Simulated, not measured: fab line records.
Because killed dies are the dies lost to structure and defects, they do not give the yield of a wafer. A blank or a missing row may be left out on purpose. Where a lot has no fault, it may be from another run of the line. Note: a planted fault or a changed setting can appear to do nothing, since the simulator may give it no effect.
Split-lot trial ; flow n5Finfet ; on a route of 1938 steps: 7 lots, 21 wafers read

== THE SPLIT ITSELF ==
At N5_BEOL_M3_ETCH_70 (etches SOC in N2/H2, target depth 80 nm, overetch 16 nm, time 120 s), the setting sourceW was moved away from the recipe's 840 W on 9 of the 21 wafers read, by -12.5% to +16.6%. This setting was run at the recipe's value on the other wafers.

The split's own step is where the reading is taken.

== THE READING ==
rfVppV, in V, at N5_BEOL_M3_ETCH_70 (etches SOC in N2/H2, target depth 80 nm, overetch 16 nm, time 120 s). Typical for fault-free wafers on this fab line: 523.2 V, with standard deviation 2.7 V.

wafer;tool, chamber at the split;sourceW as run, W;against the recipe;rfVppV, V;against lot-mates on the recipe
L075.1;rieDiel-02, 3;840;recipe;524.2;-
L075.2;rieDiel-02, 2;840;recipe;522.7;-
L075.6;rieDiel-02, 2;840;recipe;523.1;-
L078.1;rieDiel-06, 0;840;recipe;522.5;-
L078.3;rieDiel-06, 1;840;recipe;521.1;-
L078.5;rieDiel-06, 3;840;recipe;520.4;-
L079.1;rieDiel-06, 3;979.4;+16.6%;493.9;no lot-mate on the recipe
L079.3;rieDiel-06, 0;979.4;+16.6%;497.6;no lot-mate on the recipe
L079.6;rieDiel-06, 1;979.4;+16.6%;494.0;no lot-mate on the recipe
L081.4;rieDiel-02, 2;840;recipe;522.9;-
L081.5;rieDiel-02, 3;909.3;+8.3%;511.0;-11.9
L081.6;rieDiel-02, 2;909.3;+8.3%;508.3;-14.6
L086.2;rieDiel-04, 3;734.8;-12.5%;545.2;no lot-mate on the recipe
L086.3;rieDiel-04, 2;734.8;-12.5%;548.8;no lot-mate on the recipe
L086.4;rieDiel-04, 0;734.8;-12.5%;543.4;no lot-mate on the recipe
L089.2;rieDiel-06, 1;840;recipe;519.8;-
L089.3;rieDiel-06, 0;840;recipe;521.3;-
L089.6;rieDiel-06, 3;789;-6.1%;531.4;+10.9
L090.1;rieDiel-04, 0;840;recipe;522.5;-
L090.4;rieDiel-04, 1;840;recipe;528.8;-
L090.5;rieDiel-04, 0;840;recipe;522.0;-

THE FIT
A straight line over all 21 wafers: rfVppV changes by -1.71 V for each +1% of sourceW; r = -0.99; the points scatter about the line by 2.3 V.
The same after taking each lot's own level away (the mean of its wafers on the recipe; 15 wafers): -1.65 V for each +1%; r = -0.96; scatter 1.7 V.
That fit puts the effect of the largest move of sourceW on the reading at 27 V.
From 520.55 to 524.43 V: that is the span of the lots' own levels, equal to 1.4 times the standard deviation above.
Hence the lot-to-lot level has little effect on the slope; both slopes agree.
Check: -14.6 V against its lot-mates is what the line predicts for one of the wafers moved furthest among these (+8.3%) when that wafer is left out of the fit. It came out at -11.9 V against them.
Tool readings at the split's step, against how far the setting was moved: rfVppV r = -0.99.

== THESE WAFERS: OTHER SPLITS ==
Other splits were also applied to these wafers ahead of the reading. Each is held against what the fit with the lots' levels taken away leaves over:
other split on the same wafers;wafers away from the commonest value;r with rfVppV (lot level and that fit taken away)
N5_BEOL_M0_SAQP_EXPOSE_11 doseMj;6;-0.59
N5_BEOL_M1_HM_DEP_02 targetThkA;8;-0.13
N5_BEOL_M1_COAT_05 spinRpm;6;+0.02
N5_BEOL_M2_ILD_DEP_00 timeS;5;+0.22
N5_BEOL_M3_COAT_67 spinRpm;6;-0.23
N5_BEOL_M3_COAT_22 spinRpm;8;-0.06

== THE FILE'S OWN FIT ==
rfVppV changes by -1.68 V for each +1% of sourceW, r = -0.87.
